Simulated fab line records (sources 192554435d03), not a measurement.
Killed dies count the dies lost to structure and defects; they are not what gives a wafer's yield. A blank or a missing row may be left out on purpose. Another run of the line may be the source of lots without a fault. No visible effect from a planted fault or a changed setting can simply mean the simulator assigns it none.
Matching of chambers + flow n5-finfet + 4 sister chambers for N5_SPACER0_ALD_08 on ald-sin-04
The step deposits SiNx, target thk 2 nm. 4 wafers are shown with their chamber, then 8 later ones without.

WAFERS WITH THEIR CHAMBER
| wafer  | chamber | heater-power-w (W) |
|--------|---------|--------------------|
| L084.6 | 2       | 762                |
| L085.4 | 0       | 783                |
| L085.5 | 3       | 906                |
| L088.1 | 1       | 809                |

WAFERS MISSING THEIR CHAMBER
| wafer  | heater-power-w (W) |
|--------|--------------------|
| L088.5 | 791                |
| L088.6 | 879                |
| L092.1 | 902                |
| L092.2 | 766                |
| L092.4 | 801                |
| L095.2 | 803                |
| L095.5 | 792                |
| L095.6 | 897                |

WHICH CHAMBER EACH WENT THROUGH
| wafer  | from the rows above          | in truth |
|--------|------------------------------|----------|
| L088.5 | can't be placed: 0 or 1 or 2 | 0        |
| L088.6 | 3                            | 3        |
| L092.1 | 3                            | 3        |
| L092.2 | can't be placed: 2 or 0      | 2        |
| L092.4 | can't be placed: 1 or 0      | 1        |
| L095.2 | can't be placed: 1 or 0      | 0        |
| L095.5 | can't be placed: 0 or 1 or 2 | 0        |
| L095.6 | 3                            | 3        |
3 of 8 placed correctly. These rows do not allow placing 5 (true chamber among the candidates in 5). Number placed wrongly: 0.
How it was worked out, from the rows above alone: a wafer's distance from a chamber is the root of the sum, over the readings, of the square of ((its reading less the chamber's mean) divided by the reading's scatter). If the next closest chamber is less than 2 further off than the closest, the wafer can't be placed; otherwise it belongs to the closest. The mean given for a chamber averages the wafers shown for that chamber. The scatter: with one shown wafer a chamber, the root of the mean of the squares of how far each hidden wafer lies from its nearest shown one.
